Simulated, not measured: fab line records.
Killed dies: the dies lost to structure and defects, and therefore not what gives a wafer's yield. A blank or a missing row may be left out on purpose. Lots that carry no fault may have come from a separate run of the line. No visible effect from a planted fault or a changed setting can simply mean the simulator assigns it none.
Matching of chambers :: flow n5-finfet :: ald-metal-04 running N5_BEOL_M2_ALD_84: 4 sister chambers
The step deposits TaN, pulse time 2 s, purge time 3 s, co reactant purge time 2 s. 4 wafers are shown with their chamber, then 10 later ones without.

== WAFERS PAIRED WITH THEIR CHAMBERS ==
wafer: L080.1
chamber: 2
heater-power-w (W): 434

wafer: L082.6
chamber: 0
heater-power-w (W): 439

wafer: L086.1
chamber: 3
heater-power-w (W): 447

wafer: L086.2
chamber: 1
heater-power-w (W): 452

== WAFERS WITH NO CHAMBER GIVEN ==
wafer: L086.3
heater-power-w (W): 432

wafer: L090.1
heater-power-w (W): 462

wafer: L090.2
heater-power-w (W): 443

wafer: L090.3
heater-power-w (W): 440

wafer: L090.4
heater-power-w (W): 437

wafer: L090.5
heater-power-w (W): 443

wafer: L090.6
heater-power-w (W): 437

wafer: L089.2
heater-power-w (W): 436

wafer: L089.3
heater-power-w (W): 441

wafer: L089.5
heater-power-w (W): 454

== THE CHAMBER EACH PASSED THROUGH ==
wafer: L086.3
from the rows above: can't be placed: 2 or 0
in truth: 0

wafer: L090.1
from the rows above: can't be placed: 1 or 3
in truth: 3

wafer: L090.2
from the rows above: can't be placed: 0 or 3 or 1 or 2
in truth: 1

wafer: L090.3
from the rows above: can't be placed: 0 or 2 or 3
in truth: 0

wafer: L090.4
from the rows above: can't be placed: 0 or 2
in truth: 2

wafer: L090.5
from the rows above: can't be placed: 0 or 3 or 1 or 2
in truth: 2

wafer: L090.6
from the rows above: can't be placed: 0 or 2
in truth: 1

wafer: L089.2
from the rows above: can't be placed: 2 or 0
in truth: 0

wafer: L089.3
from the rows above: can't be placed: 0 or 3 or 2
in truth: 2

wafer: L089.5
from the rows above: can't be placed: 1 or 3
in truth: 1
Placed correctly: 0 of 10. From these rows, 10 cannot be placed; in 9 the true chamber is one of the candidates. Number placed wrongly: 0.
How it was worked out, from the rows above alone: a wafer's distance from a chamber is the root of the sum, over the readings, of the square of ((its reading less the chamber's mean) divided by the reading's scatter). If the next closest chamber is less than 2 further off than the closest, the wafer can't be placed; otherwise it belongs to the closest. The mean given for a chamber averages the wafers shown for that chamber. The scatter: with one shown wafer a chamber, the root of the mean of the squares of how far each hidden wafer lies from its nearest shown one.
